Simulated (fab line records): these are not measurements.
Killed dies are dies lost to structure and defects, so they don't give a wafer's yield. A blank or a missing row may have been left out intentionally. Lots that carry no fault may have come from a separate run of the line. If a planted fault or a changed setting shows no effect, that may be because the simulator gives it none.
Which tool was responsible?    flow nandHarc    Sampling: 12 lots, 36 wafers, 6 of 1159 route steps

== WHAT EACH GAUGE READ, for each wafer ==
NHARC_P_BONDPAD_CD_MEAS_13. Usual: cdNm reads 499.5 nm (standard deviation 2.7).
lot   measured      on        cdNm (nm)          flag
L646  day 6 09:34   cdSem-02  500.1 495.9 499.7  
L647  day 6 23:47   cdSem-02  503.2 503.3 501.8  
L648  day 7 01:46   cdSem-02  496.7 499.8 498.9  
L649  day 7 01:47   cdSem-01  495.9 493.9 500.1  
L656  day 8 14:52   cdSem-02  499.7 503.9 500.6  
L655  day 8 18:41   cdSem-01  497.3 495.8 499.7  
L660  day 10 02:56  cdSem-03  496.5 493.4 495.1  
L663  day 10 14:38  cdSem-01  496.7 504.2 497.9  
L664  day 10 21:03  cdSem-02  497.8 500.1 498.9  
L665  day 11 04:06  cdSem-03  501.3 501.2 501.8  
L667  day 11 15:05  cdSem-03  502.5 499.7 500.0  
L669  day 12 04:25  cdSem-03  497.3 496.1 498.1  

NHARC_A_ONON_D1_THK_MEAS_14: measures by ellipsometry. Usual: thkNm reads 998 nm (standard deviation 11).
lot   measured      on            thkNm (nm)               flag
L646  day 7 14:52   filmMetro-02  992 993 991              
L647  day 8 07:10   filmMetro-01  994 994 995              
L648  day 8 07:11   filmMetro-01  1001 1003 1002           
L649  day 8 07:11   filmMetro-02  992 994 992              
L656  day 9 19:06   filmMetro-01  574 574 576 573 576 575  OFF
L655  day 10 01:57  filmMetro-01  576 575 576 575 576 576  OFF
L660  day 11 08:48  filmMetro-02  988 988 986              
L663  day 11 21:10  filmMetro-02  1007 1006 1007           
L664  day 12 01:35  filmMetro-02  1013 1012 1010           
L665  day 12 07:16  filmMetro-01  1005 1005 1006           
L667  day 12 20:03  filmMetro-01  1023 1026 1022           
L669  day 13 11:32  filmMetro-02  984 984 984              

NHARC_END_SORT_01. Usual: killedAtArray 26, standard deviation 9.7; killedAtOther 1.0, standard deviation 1.2; killedAtPeriphery 3.9, standard deviation 2.6; killedDies 31, standard deviation 9.7; killedOpen 3.2, standard deviation 1.8; killedShort 2.0, standard deviation 1.3.
lot   measured      on         killedAtArray  killedAtOther  killedAtPeriphery  killedDies   killedOpen  killedShort  flag
L656  day 21 05:54  prober-02  675 674 668    0 0 1          2 3 8              677 677 677  5 3 4       2 2 2        OFF
L655  day 21 16:19  prober-01  671 676 673    2 1 2          4 0 2              677 677 677  7 4 1       2 2 0        OFF

== EACH LOT AND THE TOOL THAT RAN IT (in order: tool; ch and the chambers of the sampled wafers; start) ==
lot   NHARC_P_BONDPAD_ETCH_12                       NHARC_A_ZERO_WELL_RTA_16         NHARC_A_ONON_D1_DEP_12
L646  rieDiel-04 ch 2,3, day 6 09:34 or earlier     rtpAnneal-02 ch 0, day 6 14:26   pecvdOnon-02 ch 0, day 7 14:25
L647  rieDiel-04 ch 1,2,3, day 6 23:47 or earlier   rtpAnneal-02 ch 0, day 7 04:47   pecvdOnon-02 ch 0, day 8 06:43
L648  rieDiel-12 ch 1,2,3, day 7 01:46 or earlier   rtpAnneal-01 ch 0, day 7 06:43   pecvdOnon-04 ch 0, day 8 06:40
L649  rieDiel-04 ch 1,3, day 7 01:47 or earlier     rtpAnneal-02 ch 0, day 7 07:13   pecvdOnon-03 ch 0, day 8 06:44
L656  rieDiel-04 ch 1,2,3, day 8 14:52 or earlier   rtpAnneal-01 ch 0, day 8 19:47   pecvdOnon-02 ch 0, day 9 18:42
L655  rieDiel-04 ch 0,1,3, day 8 18:41 or earlier   rtpAnneal-01 ch 0, day 8 23:31   pecvdOnon-02 ch 0, day 10 01:26
L660  rieDiel-01 ch 0,1,3, day 10 02:56 or earlier  rtpAnneal-01 ch 0, day 10 08:00  pecvdOnon-03 ch 0, day 11 08:21
L663  rieDiel-04 ch 0,1,2, day 10 14:38 or earlier  rtpAnneal-01 ch 0, day 10 19:32  pecvdOnon-04 ch 0, day 11 20:49
L664  rieDiel-01 ch 1,2,3, day 10 21:03 or earlier  rtpAnneal-02 ch 0, day 11 02:04  pecvdOnon-03 ch 0, day 12 01:11
L665  rieDiel-04 ch 0,1, day 11 04:06 or earlier    rtpAnneal-02 ch 0, day 11 08:49  pecvdOnon-04 ch 0, day 12 06:46
L667  rieDiel-04 ch 0,1,2, day 11 15:05 or earlier  rtpAnneal-01 ch 0, day 11 19:47  pecvdOnon-04 ch 0, day 12 19:32
L669  rieDiel-04 ch 0,2,3, day 12 04:25 or earlier  rtpAnneal-02 ch 0, day 12 09:44  pecvdOnon-04 ch 0, day 13 11:02
- NHARC_P_BONDPAD_ETCH_12: etches the open film in CHF3/O2, target depth 200 nm, time 100 s.
- NHARC_A_ZERO_WELL_RTA_16: time 10 s.
- NHARC_A_ONON_D1_DEP_12: target thk 1000 nm.

== WHAT THE TOOLS THEMSELVES READ (means of the sampled wafers that have a number; where no wafer has one, the mark that the record gives instead) ==
NHARC_P_BONDPAD_ETCH_12. Usual: biasW 200.0 W, standard deviation 0.59; drypumpMotorCurrentA 5.6 A, standard deviation 0.45; oesProductAu 0.928 a.u., standard deviation 0.023; rfVppV 369.9 V, standard deviation 2.2; showerheadPlenumPTorr 2.37 Torr, standard deviation 0.091; throttleValvePct 20.573 %, standard deviation 0.0086.
lot   tool        biasW (W)  drypumpMotorCurrentA (A)  oesProductAu (a.u.)  rfVppV (V)  showerheadPlenumPTorr (Torr)  throttleValvePct (%)  flag
L646  rieDiel-04  200.0      5.3                       0.957                369.1       2.35                          20.580                
L647  rieDiel-04  200.7      5.5                       0.951                370.8       2.38                          20.568                
L648  rieDiel-12  200.0      6.1                       0.925                368.3       2.29                          20.576                
L649  rieDiel-04  199.9      5.9                       0.904                370.7       2.43                          20.573                
L656  rieDiel-04  199.9      5.5                       0.907                370.3       2.38                          20.567                
L655  rieDiel-04  200.1      5.7                       0.947                371.7       2.44                          20.585                
L660  rieDiel-01  200.0      5.8                       0.918                368.4       2.30                          20.580                
L663  rieDiel-04  199.3      5.4                       0.910                371.3       2.42                          20.578                
L664  rieDiel-01  199.8      5.9                       0.947                368.2       2.29                          20.566                
L665  rieDiel-04  200.0      5.7                       0.912                372.0       2.48                          20.568                
L667  rieDiel-04  200.3      5.4                       0.905                371.2       2.42                          20.571                
L669  rieDiel-04  199.8      5.3                       0.914                370.7       2.38                          20.567                

NHARC_A_ZERO_WELL_RTA_16. Usual: lampPowerPct 36.2 %, standard deviation 1.5; wafer_temp_C_max 1005.2, standard deviation 1.8.
lot   tool          lampPowerPct (%)  wafer_temp_C_max  flag
L646  rtpAnneal-02  38.0              1003.3            
L647  rtpAnneal-02  37.9              1002.9            
L648  rtpAnneal-01  35.0              1007.3            
L649  rtpAnneal-02  37.9              1003.7            
L656  rtpAnneal-01  35.0              1006.4            
L655  rtpAnneal-01  34.9              1005.5            
L660  rtpAnneal-01  35.0              1006.4            
L663  rtpAnneal-01  35.0              1006.0            
L664  rtpAnneal-02  38.0              1003.5            
L665  rtpAnneal-02  38.0              1003.3            
L667  rtpAnneal-01  34.9              1006.3            
L669  rtpAnneal-02  38.0              1003.8            

NHARC_A_ONON_D1_DEP_12. Usual: n2oFlowSccm reads 2001 sccm (standard deviation 6.4).
lot   tool          n2oFlowSccm (sccm)  flag
L646  pecvdOnon-02  1998                
L647  pecvdOnon-02  1997                
L648  pecvdOnon-04  1990                
L649  pecvdOnon-03  1994                
L656  pecvdOnon-02  2005                
L655  pecvdOnon-02  2000                
L660  pecvdOnon-03  1999                
L663  pecvdOnon-04  1989                
L664  pecvdOnon-03  2000                
L665  pecvdOnon-04  2001                
L667  pecvdOnon-04  2000                
L669  pecvdOnon-04  2000                

== THE ANSWER, worked out from the rows above alone ==
Rule: lot off if the mean of its wafers having a number is beyond 3 standard deviations from the usual mean. Also off: a lot with no number at a reading for which 4 or more lots have one. Where the step has rows for the other lots, those lots are counted as sound. Order of review: gauges by route order, followed by the tools' own readings, for which a lot's mean as printed above is used. The first step at which some lot is off is used, and at that step the reading that is off furthest; a lot without a number counts as furthest.
Off at NHARC_A_ONON_D1_THK_MEAS_14 (thkNm): L656, L655.
A tool fits if, at a process step before that reading, it ran every lot that is off, and no sound lot after the first of them. The gauges at NHARC_A_ONON_D1_THK_MEAS_14 aren't tried: what is off there is off at NHARC_END_SORT_01 too, on other tools, and a gauge's error can't cause that. NHARC_P_BONDPAD_ETCH_12: start missing for some lots; hours and lot order therefore follow NHARC_P_BONDPAD_CD_MEAS_13. One candidate fits, namely pecvdOnon-02 at NHARC_A_ONON_D1_DEP_12. A fault onset in the window from L647 (day 8 06:43, its last sound lot) to L656 (day 9 18:42, its first lot off) fits.

== WHAT HAD BEEN PUT IN BY THE SIMULATOR ==
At NHARC_A_ONON_D1_DEP_12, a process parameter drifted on pecvdOnon-02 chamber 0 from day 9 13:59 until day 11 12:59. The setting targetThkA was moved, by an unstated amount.
Struck lots among those shown: L656, L655. The same result came from the rule above.
